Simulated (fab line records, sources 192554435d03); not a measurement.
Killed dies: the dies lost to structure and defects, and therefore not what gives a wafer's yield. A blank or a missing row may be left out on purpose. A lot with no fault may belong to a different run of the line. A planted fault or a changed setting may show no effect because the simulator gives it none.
Matching of chambers -- flow n5 finfet -- N5_ILD0_CMP_03 on cmp-01 has 4 sister chambers
The step polishes, stops on SiNx, t overpolish 1.9 s, target thk 197.38 nm. 8 wafers are shown with their chamber, then 8 later ones without.

## WAFERS PAIRED WITH THEIR CHAMBERS
wafer,chamber,time to endpoint s (s),motor current A (A)
L078.6,2,70,10.0
L080.5,0,70,12.6
L089.5,3,73,11.7
L089.6,2,67,10.3
L091.2,0,73,12.1
L091.3,1,79,13.8
L091.4,3,70,11.9
L093.2,1,83,12.8

## WAFERS WITHOUT THEIR CHAMBER
wafer,time to endpoint s (s),motor current A (A)
L093.4,73,11.6
L093.5,73,11.9
L094.1,71,10.2
L094.4,78,12.2
L094.6,74,12.5
L095.1,84,13.6
L095.3,77,12.9
L095.4,75,11.8

## WHICH CHAMBER EACH ONE RAN IN
wafer,from the rows above,in truth
L093.4,can't be placed: 3 or 0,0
L093.5,can't be placed: 3 or 0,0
L094.1,2,2
L094.4,can't be placed: 0 or 1 or 3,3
L094.6,can't be placed: 0 or 3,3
L095.1,1,1
L095.3,can't be placed: 1 or 0 or 3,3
L095.4,can't be placed: 3 or 0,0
Placed correctly: 2 of 8. Unplaceable from these rows: 6, with the true chamber sitting among the candidates in 6. 0 placed wrongly.
How it was worked out, from the rows above alone: a wafer's distance from a chamber is the root of the sum, over the readings, of the square of ((its reading less the chamber's mean) divided by the reading's scatter). The wafer belongs to the nearest chamber; if the next one is less than 2 further off, it can't be placed. Each chamber's mean is taken over the wafers shown for it. The scatter is the square root of a quotient: the sum, over the shown wafers, of each reading's squared deviation from its chamber's mean, divided by wafers minus chambers.
